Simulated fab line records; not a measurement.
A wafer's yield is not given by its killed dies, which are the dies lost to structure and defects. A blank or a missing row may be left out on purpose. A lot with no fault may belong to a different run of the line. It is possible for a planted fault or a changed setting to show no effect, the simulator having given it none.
Comparing a struck lot with a sound one / flow n5Finfet / 27 steps out of a route of 1938
Sound: wafers L447.2, L447.4, L447.6. Wafers struck: L457.2, L457.3, L457.4. The cause is named last.
At each step with rows: each side's tool, then ch and its chambers, then its first start. Under that, the readings that differ: sound wafers / struck wafers / difference of the means / sigmas: that difference in standard deviations of wafers without a fault.
alike: readings whose means differ by less than 2 such deviations, and words and numbers that are the same on both sides. not compared: withheld readings, readings that some wafer has no value for, bounds like >300 that may hide the same value, and numbers for which the record gives no deviation and whose values overlap.
A row with sigmas, a row that says differs or no value, or rows on one side alone: a step with any of these is where the two part. Non-overlapping numbers with no deviation appear without sigmas and do not part them. A reading that every wafer of one side lacks parts them only if that side has two wafers or more.

first, 9 steps without rows for these wafers: N5_WELL_APT_EXPOSE_22 (exposes mask PWELL, defocus 0 nm, target cd 200 nm); N5_WELL_APT_PEB_23 (peb time 90 s); N5_WELL_APT_DEVELOP_24 (develop time 45 s); N5_WELL_APT_HARDBAKE_29 (time 120 s); N5_WELL_APT_DESCUM_30 (chemistry O2, time 7.9 s); N5_WELL_APT_IMPLANT_31; N5_WELL_APT_IMPLANT_32; N5_WELL_APT_STRIP_33 (strips in SPM, time 900 s); N5_WELL_APT_RTA_34 (time 10 s).
N5_WELL_APT_OXIDE_STRIP_42: strips SiO2 in dHF, time 45 s, target depth 12 nm.
  sound on wetBench-03 ch 2,5,6, day 2 22:13; struck on wetBench-03 ch 0,6,7, day 5 10:19
then, 4 steps without rows for these wafers: N5_WELL_APT_PRECLEAN_36 (cleans in O3/DIW, time 45 s); N5_WELL_APT_PRECLEAN_39 (cleans in dHF, time 60 s); N5_WELL_APT_SRD_37 (time 30 s); N5_WELL_APT_EPI_41 (deposits Si from SiH4/H2, target thk 50 nm, time 297.7 s).
N5_WELL_APT_INSPECT_38: inspects for defects (darkfield).
  sound on defectInspect-02 at day 2 22:56; struck on defectInspect-01 at day 5 11:03
reading=rawDefectCount; sound=11 10 9; struck=460 480 515; difference=+475; sigmas=+95
then, 8 steps without rows for these wafers: N5_PMOS_HMC_CHANNEL_EPI_HM_DEP_34 (deposits SiO2 from TEOS/O2, target thk 36 nm, time 6.9 s); N5_PMOS_HMC_CHANNEL_EPI_COAT_31 (time 60 s, resist thk 66 nm); N5_PMOS_HMC_CHANNEL_EPI_COAT_03 (resist thk 205 nm); N5_PMOS_HMC_CHANNEL_EPI_EBR_05; N5_PMOS_HMC_CHANNEL_EPI_SOFTBAKE_04 (time 60 s); N5_PMOS_HMC_CHANNEL_EPI_EXPOSE_06 (exposes mask PMOS HMC BLK, target cd 240 nm); N5_PMOS_HMC_CHANNEL_EPI_PEB_07 (peb time 60 s); N5_PMOS_HMC_CHANNEL_EPI_DEVELOP_08 (develop time 30 s).
N5_PMOS_HMC_CHANNEL_EPI_INSPECT_11: inspects for defects (macro).
  sound on defectInspect-01 at day 2 23:27; struck on defectInspect-01 at day 5 11:25
reading=rawDefectCount; sound=1 3 1; struck=>300 >300 >300; difference=differs; sigmas=
then, 1 step without rows for these wafers: N5_PMOS_HMC_CHANNEL_EPI_DESCUM_14 (chemistry O2, time 7.9 s).
-- here the record skips 6 days between the struck wafers' starts before and after, leaving off in module PMOS_HMC_CHANNEL_EPI and picking up in module BEOL_M4 (first step shown: number 1111 of the route) --
N5_BEOL_M4_RC_MEAS_101:
  sound on prober-01 ch 0, day 8 20:48; struck on prober-02 ch 0, day 11 11:04
  alike: DIBL_N, DIBL_P, IOFF_N, IOFF_P, ION_N, ION_P, SS_N, SS_P, VT_N, VT_P
-- the record jumps here: 5 days lie between the struck wafers' starts before and after (it left off in module BEOL_M4 and takes up again in module PASSIVATION, whose first step shown is number 1936 of the route) --
N5_PASSIVATION_PROBE_49:
  the record has rows for the struck wafers here (prober-01, day 16 02:10) and none for the sound ones

## WHERE THEY PART
At N5_WELL_APT_INSPECT_38 first; at N5_PASSIVATION_PROBE_49 last (within this record only).

WHY: the cause the simulator had injected
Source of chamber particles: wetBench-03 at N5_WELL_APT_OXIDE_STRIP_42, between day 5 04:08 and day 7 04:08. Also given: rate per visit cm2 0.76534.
